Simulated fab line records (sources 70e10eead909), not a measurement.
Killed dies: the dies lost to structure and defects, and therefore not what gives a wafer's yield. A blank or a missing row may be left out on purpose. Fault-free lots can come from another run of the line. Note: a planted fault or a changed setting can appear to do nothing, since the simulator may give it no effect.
Matching of chambers | flow nand harc | 4 sister chambers for NHARC_P_STI_CMP_21 on cmp-02
The step polishes, t overpolish 20 s, target thk 380.67 nm. 14 wafers are shown with their chamber, then 7 later ones without.

WAFERS WITH THEIR CHAMBER
wafer  | chamber | motor current A (A) | overpolish run s (s)
L250.4 | 0       | 13.1                | 20.007
L250.5 | 2       | 11.1                | 20.005
L250.6 | 3       | 10.2                | 19.996
L265.2 | 2       | 11.4                | 19.987
L265.3 | 1       | 9.8                 | 19.995
L265.4 | 3       | 10.0                | 20.012
L266.3 | 0       | 13.2                | 19.996
L266.4 | 2       | 11.3                | 20.004
L266.6 | 3       | 9.3                 | 19.997
L268.2 | 0       | 12.9                | 20.008
L268.5 | 0       | 12.5                | 19.991
L268.6 | 3       | 9.5                 | 19.997
L269.1 | 2       | 11.4                | 20.011
L269.2 | 0       | 13.0                | 19.995

SIGNATURES (averages over the wafers above)
reading          | chamber 0 | chamber 1 | chamber 2 | chamber 3 | scatter within a chamber
motor current A  | 12.940    | 9.800     | 11.300    | 9.750     | 0.297
overpolish run s | 19.99940  | 19.99500  | 20.00175  | 20.00050  | 0.00854
Rule: a wafer lies at a distance from a chamber equal to the root of the sum of squares, over the readings, of (its reading less the chamber's mean, divided by the reading's scatter). If the next closest chamber is less than 2 further off than the closest, the wafer can't be placed; otherwise it belongs to the closest. How the scatter is found: for the shown wafers, subtract from each reading the mean of its chamber, square and add these, divide the total by (wafers less chambers), then take the root.

WAFERS WITHOUT THEIR CHAMBER
wafer  | motor current A (A) | overpolish run s (s)
L269.3 | 9.9                 | 20.007
L270.2 | 10.2                | 20.002
L270.5 | 10.9                | 19.990
L270.6 | 9.6                 | 19.997
L271.2 | 9.6                 | 20.000
L271.3 | 13.4                | 19.984
L271.6 | 10.3                | 20.012

WHICH CHAMBER EACH ONE RAN IN
wafer  | from the rows above          | in truth
L269.3 | can't be placed: 3 or 1      | 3
L270.2 | can't be placed: 3 or 1      | 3
L270.5 | can't be placed: 2 or 1      | 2
L270.6 | can't be placed: 3 or 1      | 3
L271.2 | can't be placed: 3 or 1      | 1
L271.3 | 0                            | 0
L271.6 | can't be placed: 3 or 1 or 2 | 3
Correctly placed: 1 of 7. These rows do not allow placing 6 (true chamber among the candidates in 6). Wrongly placed: 0.
